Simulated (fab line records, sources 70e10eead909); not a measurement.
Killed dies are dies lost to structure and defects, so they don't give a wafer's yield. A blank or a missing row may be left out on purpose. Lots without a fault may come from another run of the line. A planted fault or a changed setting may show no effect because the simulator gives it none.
fab line records | flow nand_harc
record lots=6 wafers=18 last_day=33
route steps=1302 shown P_M1@313 P_M2@318
lots that met no fault: from a run of the same line without faults
start_h: hours from the record's first day to the start of the lot's first wafer shown | wait_h: hours since the lot's step before | " the same as in the row above | L1.1+2: a row that stands for several wafers | - no value, or no start given | * or withheld: withheld | < > ~ a bound
route shown NAME@n: a module of which the file shows steps, and the number in the route of the first | usual: mean/standard deviation of fault-free wafers | same: alike in all rows | chamber/n: place in a boat | sites: the reading at each site | _std_site: their standard deviation | _edge_site: outer sites' mean less inner sites' | radius_mm: how far each site lies from the wafer's centre | mask NAME#n: copy n | behind: the tool/chamber that last shaped the wafer | hold: why the lot was held/for how many hours/how that ended | device: the transistor (n, p or np) that didn't switch | end of line: the same wafers' tests at the end of the route | a step without rows: its recipe alone | killed: dies lost to structure and defects at the first sort, not the wafer's yield | map: a wafer's dies, x killed, . not, _ none there
set.NAME: the setting as run; set.NAME@STEP: as run at that earlier step | model.NAME: the simulator's own value behind a step, which no gauge read
lots at some steps of the route; a table a step, a row a wafer
services: from which hour (start_h, from the record's first day; less than 0 if before it) a tool's chamber was out of use, for how many hours, and why
## steps
# step NHARC_P_M1_SRD_25
# step NHARC_P_M1_INSPECT_27
# usual raw_defect_count=330/130
# columns lot.wafer tool chamber start_h wait_h raw_defect_count
L712.1 defect_inspect-01 - 133.80 0.0 342
L712.4 " - " " 725
L712.5 " - " " 304
L716.1 defect_inspect-01 - 164.31 0.0 313
L716.3 " - " " 274
L716.4 " - " " 689
L717.2 defect_inspect-01 - 180.38 0.0 324
L717.3 " - " " 256
L717.4 " - " " 278
L724.3 defect_inspect-02 - 246.69 0.0 272
L724.4 " - " " 279
L724.5 " - " " 329
L728.1 defect_inspect-02 - 284.83 0.0 367
L728.2 " - " " 312
L728.5 " - " " 221
L734.1 defect_inspect-02 - 350.65 0.0 202
L734.2 " - " " 172
L734.6 " - " " 262
# step NHARC_P_M1_PRE_CLEAN_32
# recipe time_s=12 temp_c=370 rf_power_w=300 gas=NH3
# usual heater_power_w=643/83
# columns lot.wafer tool chamber start_h wait_h heater_power_w
L712.1 pecvd-02 1 133.89 0.1 670
L712.4 " 0 " " 618
L712.5 " 1 " " 655
L716.3 pecvd-01 2 164.38 0.1 634
L716.1 " 0 " " 765
L716.4 " 2 " " 640
L717.2 pecvd-01 2 180.45 0.1 559
L717.3 " 0 " " 805
L717.4 " 0 " " 814
L724.3 pecvd-02 0 246.77 0.1 498
L724.5 " 2 " " 659
L724.4 " 0 " " 487
L728.2 pecvd-01 0 284.90 0.1 817
L728.1 " 2 " " 546
L728.5 " 2 " " 554
L734.1 pecvd-02 0 350.73 0.1 537
L734.2 " 1 " " 676
L734.6 " 1 " " 684
# step NHARC_P_M1_DEP_33
# recipe target_thk_a=300 temp_c=370 target_thk_nm=30 pressure_torr=3 flow_sccm=200 rf_w=450 material=SiCN
# usual heater_power_w=589/83
# columns lot.wafer tool chamber start_h wait_h heater_power_w
L712.1 pecvd-02 1 134.03 0.1 698
L712.4 " 0 " " 519
L712.5 " 1 " " 690
L716.3 pecvd-01 2 164.46 0.1 504
L716.1 " 0 " " 679
L716.4 " 2 " " 529
L717.2 pecvd-01 2 180.53 0.1 556
L717.3 " 0 " " 770
L717.4 " 0 " " 798
L724.3 pecvd-02 0 246.88 0.1 533
L724.5 " 2 " " 582
L724.4 " 0 " " 534
L728.2 pecvd-01 0 284.98 0.1 753
L728.1 " 2 " " 605
L728.5 " 2 " " 579
L734.1 pecvd-02 0 350.83 0.1 528
L734.2 " 1 " " 579
L734.6 " 1 " " 579
# step NHARC_P_M2_DEP_00
# recipe target_thk_a=1825 target_thk_nm=182.5 temp_c=withheld pressure_torr=5 flow_sccm=200 rf_w=600 material=SiOC
# step NHARC_P_M2_DEHYDRATE_01
# recipe temp_c=150 time_s=120
# step NHARC_P_M2_HMDS_02
# recipe time_s=30
# step NHARC_P_M2_COAT_34
# recipe temp_c=200 time_s=65
# step NHARC_P_M2_COAT_03
# recipe spin_rpm=1500 resist_thk_nm=90
# step NHARC_P_M2_SOFTBAKE_04
# recipe temp_c=105 time_s=55
# step NHARC_P_M2_EBR_05
# step NHARC_P_M2_EXPOSE_06
# recipe na=1.35 target_cd_nm=170 dose_mj=80.78 mask_id=P_M2
# usual exposure_dose_mJ_cm2=80.78/0.079 focus_offset_nm=0.0/0.52 stage_vel_mm_s=500.00/0.25
# columns lot.wafer tool chamber start_h wait_h mask exposure_dose_mJ_cm2 focus_offset_nm stage_vel_mm_s
L712.1 arfi_scanner-03 0 134.91 - P_M2#0 80.67 -0.5 499.78
L712.4 " 0 " " P_M2#0 80.67 -0.6 499.72
L712.5 " 0 " " P_M2#0 80.71 0.9 499.93
L716.1 arfi_scanner-03 - 165.57 - P_M2#0 - - -
L716.3 " - " " P_M2#0 - - -
L716.4 " - " " P_M2#0 - - -
L717.2 arfi_scanner-01 - 181.64 - P_M2#0 - - -
L717.3 " - " " P_M2#0 - - -
L717.4 " - " " P_M2#0 - - -
L724.3 arfi_scanner-03 0 247.83 - P_M2#0 80.76 0.2 500.09
L724.4 " 0 " " P_M2#0 80.77 -0.3 500.49
L724.5 " 0 " " P_M2#0 80.89 0.3 500.33
L728.1 arfi_scanner-03 0 286.08 - P_M2#0 80.90 -0.2 499.86
L728.2 " 0 " " P_M2#0 80.87 0.2 500.14
L728.5 " 0 " " P_M2#0 80.97 0.0 499.32
L734.1 arfi_scanner-02 0 351.90 - P_M2#0 80.79 -0.3 499.85
L734.2 " 0 " " P_M2#0 80.72 0.2 499.63
L734.6 " 0 " " P_M2#0 80.85 0.1 499.98
# step NHARC_P_M2_PEB_07
# recipe peb_temp_c=100 peb_time_s=65
## services
# columns tool chamber start_h hours kind
arfi_scanner-02 - 111.28 9.2 repair
pecvd-01 - 130.00 13.0 pm
pecvd-01 0 130.00 13.0 vent_cycle
pecvd-01 1 130.00 13.0 vent_cycle
pecvd-01 2 130.00 13.0 vent_cycle
arfi_scanner-02 - 140.00 4.0 pm
arfi_scanner-02 - 183.49 0.6 repair
arfi_scanner-03 - 196.00 4.0 pm
pecvd-02 1 196.74 14.1 repair
pecvd-02 0 197.83 16.3 repair
arfi_scanner-01 - 225.09 0.7 repair
pecvd-02 - 227.00 13.0 pm
arfi_scanner-03 - 228.50 1.8 repair
arfi_scanner-01 - 252.60 4.0 pm
arfi_scanner-03 - 253.77 0.6 repair
arfi_scanner-01 - 257.72 0.8 repair
arfi_scanner-03 - 260.28 1.9 repair
arfi_scanner-03 - 284.16 0.2 repair
pecvd-01 - 311.00 13.0 pm
pecvd-02 1 311.91 15.5 repair
arfi_scanner-02 - 312.00 4.0 pm
arfi_scanner-03 - 319.90 2.0 repair
pecvd-01 - 341.16 1.4 repair
arfi_scanner-02 - 344.82 0.9 repair
## key
first_sign step=NHARC_P_M2_EXPOSE_06 reading=tool_record direction=missing
effect none on later readings
met_at NHARC_P_M2_EXPOSE_06
struck_wafers L716.1,L716.3,L716.4,L717.2,L717.3,L717.4
later_rows_left_out L716.1,L716.3,L716.4,L717.2,L717.3,L717.4
sort_left_out L716.1,L716.3,L716.4,L717.2,L717.3,L717.4
onset_between 134.91 165.57
fault kind=skipped_step_whole tool=arfi_scanner-01,arfi_scanner-03 chamber=- onset_h=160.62 steps=NHARC_P_M2_EXPOSE_06 scope=struck_lots_only
# sort_left_out: the simulated sort isn't trusted on such a fault, so these wafers' sort isn't shown, and their yield isn't known
# later_rows_left_out: the simulator's readings of these wafers behind a module that went badly wrong aren't trusted and aren't shown, but for the sort
